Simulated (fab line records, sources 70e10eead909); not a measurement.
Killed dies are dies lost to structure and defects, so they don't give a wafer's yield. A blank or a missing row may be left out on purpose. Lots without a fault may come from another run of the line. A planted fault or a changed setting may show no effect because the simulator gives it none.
A struck lot beside a sound one | flow nand_harc | 15 steps out of a route of 1302
Sound: wafers L994.2, L994.3, L994.5. Struck: wafer L101.4. (L101.3 of the same lot was not struck and is left out.) The cause comes at the end.
At each step with rows: each side's tool, then ch and its chambers, then its first start. Under that, the readings that differ: sound wafers | struck wafers | difference of the means | sigmas: that difference in standard deviations of wafers without a fault.
alike: readings whose means differ by less than 2 such deviations, and words and numbers that are the same on both sides. not compared: withheld readings, readings that some wafer has no value for, bounds like >300 that may hide the same value, and numbers for which the record gives no deviation and whose values overlap.
The two part at a step that has a row with sigmas, a row that says differs or no value, or rows on one side only. Numbers that don't overlap but have no deviation are shown without sigmas and don't part them. A reading that every wafer of one side lacks parts them only if that side has two wafers or more.

first, 1 step without rows for these wafers: NHARC_A_ONON_D1_DEP_06 (target thk 1000 nm).
NHARC_A_ONON_D1_THK_MEAS_08: measures by ellipsometry.
  sound on film_metro-02, day 10 00:44; struck on film_metro-02, day 12 16:56
  reading     | sound          | struck | difference | sigmas
  thk_nm (nm) | 1006 1008 1007 | 988    | -19        | -2
then, 1 step without rows for these wafers: NHARC_A_ONON_D1_DEP_09 (target thk 1000 nm).
NHARC_A_ONON_D1_THK_MEAS_11: measures by ellipsometry.
  sound on film_metro-02, day 10 01:18; struck on film_metro-01, day 12 17:30
  alike: thk_nm
then, 1 step without rows for these wafers: NHARC_A_ONON_D1_DEP_12 (target thk 1000 nm).
NHARC_A_ONON_D1_THK_MEAS_14: measures by ellipsometry.
  sound on film_metro-02, day 10 01:53; struck on film_metro-01, day 12 18:04
  alike: thk_nm
then, 2 steps without rows for these wafers: NHARC_A_ONON_D1_ANNEAL_15 (time 3600 s); NHARC_A_ONON_D1_DEP_16 (target thk 1000 nm).
NHARC_A_ONON_D1_THK_MEAS_18: measures by ellipsometry.
  sound on film_metro-02, day 10 10:24; struck on film_metro-01, day 13 06:05
  alike: thk_nm
then, 1 step without rows for these wafers: NHARC_A_ONON_D1_DEP_19 (target thk 1000 nm).
NHARC_A_ONON_D1_THK_MEAS_21: measures by ellipsometry.
  sound on film_metro-02, day 10 10:58; struck on film_metro-01, day 13 06:40
  alike: thk_nm
NHARC_A_ONON_D1_DEP_22: target thk 1000 nm.
  sound on pecvd_onon-04 ch 0, day 10 11:05; struck on pecvd_onon-02 ch 0, day 13 06:50
  alike: sih4_flow_sccm, susceptor_temp_C
NHARC_A_ONON_D1_THK_MEAS_24: measures by ellipsometry.
  sound on film_metro-02, day 10 11:32; struck on film_metro-01, day 13 07:13
  reading     | sound          | struck | difference | sigmas
  thk_nm (nm) | 1022 1023 1023 | 1042   | +19        | +2
then, 1 step without rows for these wafers: NHARC_A_ONON_D1_DEP_25 (target thk 1000 nm).
-- the record jumps here: 16 days lie between the struck wafers' starts before and after (it left off in module A_ONON_D1 and takes up again in module END, whose first step shown is number 1302 of the route) --
NHARC_END_SORT_01:
  the record has rows for the struck wafers here (prober-02 ch 0, day 29 09:06) and none for the sound ones

WHERE THEY PART
First at NHARC_A_ONON_D1_THK_MEAS_08; last, within this record, at NHARC_END_SORT_01.

WHY: what the simulator had put in
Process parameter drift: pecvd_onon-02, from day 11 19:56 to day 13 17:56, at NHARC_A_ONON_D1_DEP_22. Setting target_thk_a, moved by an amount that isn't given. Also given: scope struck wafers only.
